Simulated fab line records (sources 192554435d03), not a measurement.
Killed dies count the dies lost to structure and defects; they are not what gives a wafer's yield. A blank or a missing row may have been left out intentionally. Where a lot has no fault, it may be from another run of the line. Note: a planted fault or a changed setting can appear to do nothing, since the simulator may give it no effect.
8D (eight disciplines) problem report, filled in by code :: flow n5Finfet :: the parts of the form that need people (team, actions taken, sign-off) are left out

== 1. WHAT WENT WRONG ==
At N5_BEOL_M4_COAT_05, spinSpeedRpm averages 1444.0 rpm over 6 wafers from 2 lots, while fault-free wafers read 1499.9 rpm, standard deviation 0.97. That is -58 standard deviations from the usual mean.
The step: resist thk 30 nm.
Earliest sighting: wafer L513.2 on lithoTrack-03 at day 9 05:56. The record holds 34 wafers of 12 lots with a number at this step. Rule for "out" (also "out of limits"): further than 4 standard deviations from the usual mean. The rest of the wafers with a number are treated as sound.

== 2. WHAT IT IS, AND WHAT IT ISN'T ==
question: which readings at this step
is: spinSpeedRpm
is not: -

question: which lots
is: L512, L513
is not: L507, L508, L511, L515, L518, L519, L520, L523, L527, L529

question: which wafers of those lots
is: all that have a number
is not: -

question: read on which tools
is: lithoTrack-03
is not: lithoTrack-01, lithoTrack-04

question: when
is: from day 9 05:56
is not: up to then (8 sound wafers); but 20 sound wafers of L515, L518, L519, L520, L523, L527, L529 came after

== 3. THE SUSPECTS, EACH WITH WHAT RULES IT OUT ==
Counting: a tool at a process step up to the reading stays a suspect if it ran every lot that is out and no sound lot after the first of them.
- rtpAnneal-01 at N5_BEOL_M3_ANNEAL_51 (time 90 s): ruled out as a lasting fault. Sound lots L515, L518, L519, L523 ran on it after its first lot that is out, L513 (day 9 03:08).
- lithoTrack-03 at N5_BEOL_M4_COAT_05 (resist thk 30 nm): ruled out as a lasting fault. Sound lots L527 ran on it after its first lot that is out, L513 (day 9 05:56).
Left after counting: nothing in the record.

== 4. THE CAUSE (what the simulator had put in) ==
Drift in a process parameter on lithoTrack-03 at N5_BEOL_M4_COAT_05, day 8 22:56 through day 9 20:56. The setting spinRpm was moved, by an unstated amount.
Counting ruled it out, wrongly.

== 5. THE EFFECT CHAIN, in route order ==
Each row: a reading where the mean over the struck wafers with a number is more than 3 standard deviations away from the usual. Only readings whose record carries a usual standard deviation are examined. hours: median over the lots of the time between each lot's start at the first step of this table that gives one and its start at this step. sigmas: the change, counted in usual standard deviations.
hours: 0
step: N5_BEOL_M4_COAT_05
reading: spinSpeedRpm
usual: 1499.9 rpm
on struck wafers: 1444.0
change: -55.9
sigmas: -58
It contains these process steps:
- N5_BEOL_M4_COAT_05: resist thk 30 nm.
At these later measuring or inspecting steps, every struck wafer for which the step has a row has a number for every such reading, and none has moved that far: N5_BEOL_M4_RC_MEAS_101.

== 6. WHAT WOULD HAVE CAUGHT IT SOONER ==
7 hours passed between the start of the fault at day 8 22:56 and the first reading out of limits in this record, taken at day 9 05:56.
